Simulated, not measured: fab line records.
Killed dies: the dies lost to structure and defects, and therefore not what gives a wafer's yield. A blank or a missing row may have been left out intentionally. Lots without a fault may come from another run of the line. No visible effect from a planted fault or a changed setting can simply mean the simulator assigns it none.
Split-lot trial ; flow n5Finfet ; 21 wafers read across 7 lots, on a route 1938 steps long

## ABOUT THE SPLIT
At N5_BEOL_M1_TRENCH_ETCH_37 (etches SiOC in C4F6/O2, target depth 55.207 nm, time 29 s), the setting timeS was moved away from the recipe's 29 s on 9 of the 21 wafers read, by -18.4% to +18.2%. The other wafers ran this setting at the recipe's value.

## FROM THE SPLIT TO THE READING: what the file shows between them, 2 steps
- N5_BEOL_M1_ETCH_41: etches SiCN in CH3F/O2, target depth 31.9 nm, time 57.8 s
- N5_BEOL_M1_STRIP_97: strips in N2/H2, time 10 s

## THE READING
trenchDepthNm, in nm, at N5_BEOL_M1_OCD_MEAS_38. Typical for fault-free wafers on this fab line: 55.2 nm, with standard deviation 1.1 nm.

wafer;tool, chamber at the split;timeS as run, s;against the recipe;trenchDepthNm, nm;against lot-mates on the recipe
L074.2;rieDiel-06, 3;34.29;+18.2%;63.5;+8.5
L074.4;rieDiel-06, 1;34.29;+18.2%;63.4;+8.4
L074.5;rieDiel-06, 0;29;recipe;55.0;-
L075.1;rieDiel-02, 1;29;recipe;54.9;-
L075.2;rieDiel-02, 3;29;recipe;53.9;-
L075.5;rieDiel-02, 0;29;recipe;53.8;-
L079.1;rieDiel-04, 1;29;recipe;56.5;-
L079.2;rieDiel-04, 3;29;recipe;54.9;-
L079.4;rieDiel-04, 2;23.67;-18.4%;46.0;-9.7
L088.1;rieDiel-04, 2;29;recipe;55.5;-
L088.2;rieDiel-04, 1;29;recipe;56.4;-
L088.6;rieDiel-04, 0;29;recipe;55.0;-
L091.1;rieDiel-04, 1;33.65;+16.0%;66.2;+10.3
L091.5;rieDiel-04, 3;29;recipe;55.9;-
L091.6;rieDiel-04, 0;33.65;+16.0%;64.3;+8.4
L093.2;rieDiel-04, 3;26.7;-7.9%;51.2;-5.2
L093.3;rieDiel-04, 1;29;recipe;56.4;-
L093.5;rieDiel-04, 1;26.7;-7.9%;51.7;-4.7
L094.1;rieDiel-04, 2;29;recipe;56.9;-
L094.2;rieDiel-04, 3;24.49;-15.6%;47.0;-9.9
L094.5;rieDiel-04, 3;24.49;-15.6%;47.5;-9.4

THE FIT
A straight line over all 21 wafers: trenchDepthNm changes by +0.516 nm for each +1% of timeS; r = +0.98; the points scatter about the line by 1.1 nm.
The same after taking each lot's own level away (the mean of its wafers on the recipe; 21 wafers): +0.548 nm for each +1%; r = +0.99; scatter 0.82 nm.
The reading moves by 10 nm for the largest change in timeS, on that fit.
The lots' own levels span 54.20 to 56.90 nm, that is 2.5 times the standard deviation above.
The two slopes are in agreement: the lot-to-lot level therefore moves the slope only a little.
Check: -10.5 nm against its lot-mates is what the line predicts for one of the wafers moved furthest among these (-18.4%) when that wafer is left out of the fit. Against them it came out at -9.7 nm.

## OTHER SPLITS APPLIED TO THESE WAFERS
Other splits were also applied to these wafers ahead of the reading. Each is held against what the fit with the lots' levels taken away leaves over:
other split on the same wafers;wafers away from the commonest value;r with trenchDepthNm (lot level and that fit taken away)
N5_BEOL_M1_COAT_61 spinRpm;8;+0.29
N5_BEOL_M1_VIA_ETCH_34 biasW;5;+0.53

## THE WHOLE CHAIN: every reading that the file lists as answering this split, in the file's order
step;what it does;reading;change (the file's fit);r (the file's)
N5_BEOL_M1_TRENCH_ETCH_37;etches SiOC in C4F6/O2, target depth 55.207 nm, time 29 s;BEOL_M1.featureDepthNm (the simulator's own value, which no gauge read);+0.56 nm for each +1% of the setting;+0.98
N5_BEOL_M1_TRENCH_ETCH_37;etches SiOC in C4F6/O2, target depth 55.207 nm, time 29 s;etch.depthNm (the simulator's own value, which no gauge read);+0.56 nm for each +1% of the setting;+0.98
N5_BEOL_M1_OCD_MEAS_38;;trenchDepthNm;+0.545 nm for each +1% of the setting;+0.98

## FILE'S OWN FIT
trenchDepthNm changes by +0.545 nm for each +1% of timeS, r = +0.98.
